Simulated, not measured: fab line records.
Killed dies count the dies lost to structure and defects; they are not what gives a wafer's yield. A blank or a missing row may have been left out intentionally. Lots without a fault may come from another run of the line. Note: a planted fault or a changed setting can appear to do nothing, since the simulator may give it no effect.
8D (eight disciplines) problem report, filled in by code | flow nand-harc | the parts of the form that need people (team, actions taken, sign-off) are left out

1. THE ISSUE
cd-nm at NHARC_P_ZERO_WELL_CD_MEAS_37 reads a mean of 639.8 nm on 6 wafers of 2 lots; wafers without a fault read 720.2 nm with a standard deviation of 1.5. Measured from the usual mean, that is -54 standard deviations.
The step: target cd 720 nm.
The first sign was on wafer L921.1 at day 5 04:13, on cd-sem-01. The record has a number at this step for 42 wafers belonging to 14 lots. By rule, "out" or "out of limits" means more than 4 standard deviations away from the usual mean. The rest of the wafers with a number are treated as sound.

2. WHAT IT IS AND WHAT IT IS NOT
question                    | is                     | is not
which readings at this step | cd-nm                  | -
which lots                  | L921, L923             | L911, L912, L913, L915, L924, L925, L926, L927, L930, L931, L932, L933
which wafers of those lots  | all that have a number | -
read on which gauges        | cd-sem-01              | cd-sem-02, cd-sem-03
when                        | from day 5 04:13       | up to then (12 sound wafers); but 24 sound wafers of L924, L925, L926, L927, L930, L931, L932, L933 came after

3. SUSPECTS, AND WHAT RULES EACH OUT
Counting: any tool at a process step up to the reading is kept as a suspect provided that every lot that is out went through it and no sound lot did after the first of them.
- ruled out: the gauge at NHARC_P_ZERO_WELL_CD_MEAS_37. All the wafers that are out were read on cd-sem-01, but those of them that NHARC_P_ZERO_WELL_EXPOSE_34 has rows for are out there too, on other tools.
- rie-diel-03 at NHARC_P_ZERO_WELL_ETCH_65 (etches the open film in N2/H2, target depth 80 nm, overetch 24 nm, time 87.88 s): ruled out as a lasting fault. Sound lots L926, L927, L932, L933 ran on it after its first lot that is out, L921 (day 5 01:28).
- krf-scanner-04 at NHARC_P_ZERO_WELL_EXPOSE_34 (exposes mask P PWELL, target cd 720 nm): kept. It ran every lot that is out, first L921 (day 5 04:03), and no sound lot after that; its last sound lot up to then is L915 (day 2 15:51). Out on those wafers are its own readings of exposure-dose-mJ-cm2.
After counting, what remains is krf-scanner-04 at NHARC_P_ZERO_WELL_EXPOSE_34.

4. THE CAUSE (what the simulator had put in)
Process parameters drifting: krf-scanner-04 at NHARC_P_ZERO_WELL_EXPOSE_34, beginning at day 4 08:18. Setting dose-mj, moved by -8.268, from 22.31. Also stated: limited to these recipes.
Only this tool survived the counting.

5. SEQUENCE OF EFFECTS, ordered by route
Rows list readings where the struck wafers' mean (over those with a number) sits beyond 3 standard deviations from the usual. Only readings whose record carries a usual standard deviation are examined. hours: median over the lots of the time between each lot's start at the first step of this table that gives one and its start at this step. sigmas: the change, counted in usual standard deviations.
hours | step                         | reading              | usual    | on struck wafers | change | sigmas
0     | NHARC_P_ZERO_WELL_EXPOSE_34  | exposure-dose-mJ-cm2 | 22.310   | 14.027           | -8.283 | -99 or more
0     | NHARC_P_ZERO_WELL_CD_MEAS_37 | cd-nm                | 720.2 nm | 639.8            | -80.4  | -54
Its process steps:
- NHARC_P_ZERO_WELL_EXPOSE_34: exposes mask P PWELL, target cd 720 nm.

6. WHAT WOULD HAVE CAUGHT IT SOONER
In this record the first reading out of limits at a measuring or inspecting step was taken at day 5 04:13, 20 hours after the fault began at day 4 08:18.
Tool's own readings at NHARC_P_ZERO_WELL_EXPOSE_34, exposure-dose-mJ-cm2: out on all struck wafers the step has rows for; an alarm limit on them would have tripped on the first.
Of the lots that are out (2), L923 began NHARC_P_ZERO_WELL_EXPOSE_34 on krf-scanner-04 after day 5 04:13. Holding the tool at that time would have saved it.
